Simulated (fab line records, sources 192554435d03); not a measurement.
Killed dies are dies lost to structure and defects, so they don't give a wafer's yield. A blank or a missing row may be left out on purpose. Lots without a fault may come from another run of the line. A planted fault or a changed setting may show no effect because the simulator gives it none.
Split-lot experiment | flow n5_finfet | 7 lots, 39 wafers read, on a route of 1938 steps

THE SPLIT
At N5_DUMMY_GATE_HM_DEP_06 (deposits SiNx from DCS/NH3, target thk 80 nm, time 5141 s), the setting target_thk_a was moved away from the recipe's 800 angstrom on 30 of the 39 wafers read, by -13.8% to +10.6%. The other wafers ran this setting at the recipe's value.

The reading is taken at the split's own step.

THE READING
SiNx_of_DUMMY_GATE_HM_DEP_06.thk_nm (the simulator's own value, which no gauge read), in nm, at N5_DUMMY_GATE_HM_DEP_06 (deposits SiNx from DCS/NH3, target thk 80 nm, time 5141 s). The file gives no usual value for it. The 9 wafers here that ran the recipe average 80.1 nm, standard deviation 0.81 nm.

wafer  | tool, chamber at the split | target_thk_a as run, angstrom | against the recipe | SiNx_of_DUMMY_GATE_HM_DEP_06.thk_nm, nm | against lot-mates on the recipe
L074.1 | -, -                       | 885                           | +10.6%             | 88.2                                    | no lot-mate on the recipe
L074.2 | -, -                       | 885                           | +10.6%             | 88.2                                    | no lot-mate on the recipe
L074.4 | -, -                       | 885                           | +10.6%             | 88.2                                    | no lot-mate on the recipe
L074.3 | -, -                       | 885                           | +10.6%             | 89                                      | no lot-mate on the recipe
L074.5 | -, -                       | 885                           | +10.6%             | 88.8                                    | no lot-mate on the recipe
L074.6 | -, -                       | 885                           | +10.6%             | 88.4                                    | no lot-mate on the recipe
L084.1 | -, -                       | 800                           | recipe             | 80.4                                    | -
L084.3 | -, -                       | 800                           | recipe             | 80.4                                    | -
L084.5 | -, -                       | 800                           | recipe             | 80.4                                    | -
L084.2 | -, -                       | 800                           | recipe             | 80.8                                    | -
L084.4 | -, -                       | 800                           | recipe             | 80.8                                    | -
L084.6 | -, -                       | 800                           | recipe             | 81.2                                    | -
L086.1 | -, -                       | 879.1                         | +9.9%              | 87.6                                    | no lot-mate on the recipe
L086.2 | -, -                       | 879.1                         | +9.9%              | 87.8                                    | no lot-mate on the recipe
L086.3 | -, -                       | 879.1                         | +9.9%              | 88.2                                    | no lot-mate on the recipe
L086.5 | -, -                       | 879.1                         | +9.9%              | 88.2                                    | no lot-mate on the recipe
L086.4 | -, -                       | 879.1                         | +9.9%              | 88                                      | no lot-mate on the recipe
L086.6 | -, -                       | 879.1                         | +9.9%              | 88.4                                    | no lot-mate on the recipe
L087.1 | -, -                       | 709.9                         | -11.3%             | 71.6                                    | no lot-mate on the recipe
L087.2 | -, -                       | 709.9                         | -11.3%             | 70.8                                    | no lot-mate on the recipe
L087.3 | -, -                       | 709.9                         | -11.3%             | 71.4                                    | no lot-mate on the recipe
L087.4 | -, -                       | 709.9                         | -11.3%             | 71.4                                    | no lot-mate on the recipe
L087.5 | -, -                       | 709.9                         | -11.3%             | 71.4                                    | no lot-mate on the recipe
L087.6 | -, -                       | 709.9                         | -11.3%             | 71                                      | no lot-mate on the recipe
L091.1 | -, -                       | 839                           | +4.9%              | 83.8                                    | no lot-mate on the recipe
L091.4 | -, -                       | 839                           | +4.9%              | 83.8                                    | no lot-mate on the recipe
L091.2 | -, -                       | 839                           | +4.9%              | 83.6                                    | no lot-mate on the recipe
L091.3 | -, -                       | 839                           | +4.9%              | 83.4                                    | no lot-mate on the recipe
L091.5 | -, -                       | 839                           | +4.9%              | 83.4                                    | no lot-mate on the recipe
L091.6 | -, -                       | 839                           | +4.9%              | 84.2                                    | no lot-mate on the recipe
L093.1 | -, -                       | 689.4                         | -13.8%             | 68                                      | no lot-mate on the recipe
L093.2 | -, -                       | 689.4                         | -13.8%             | 68.4                                    | no lot-mate on the recipe
L093.3 | -, -                       | 689.4                         | -13.8%             | 68.6                                    | no lot-mate on the recipe
L093.5 | -, -                       | 689.4                         | -13.8%             | 68.6                                    | no lot-mate on the recipe
L093.6 | -, -                       | 689.4                         | -13.8%             | 68.6                                    | no lot-mate on the recipe
L093.4 | -, -                       | 689.4                         | -13.8%             | 68.8                                    | no lot-mate on the recipe
L095.1 | lpcvd-02, 0/90             | 800                           | recipe             | 79.4                                    | -
L095.2 | lpcvd-02, 0/95             | 800                           | recipe             | 79                                      | -
L095.5 | lpcvd-02, 0/109            | 800                           | recipe             | 78.8                                    | -

THE FIT
A straight line over all 39 wafers: SiNx_of_DUMMY_GATE_HM_DEP_06.thk_nm changes by +0.805 nm for each +1% of target_thk_a; r = +1.00; the points scatter about the line by 0.53 nm.
Too few moved wafers have a lot-mate on the recipe to fit a line with each lot's own level taken away.

THE FILE'S OWN FIT
SiNx_of_DUMMY_GATE_HM_DEP_06.thk_nm changes by +0.805 nm for each +1% of target_thk_a, r = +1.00.
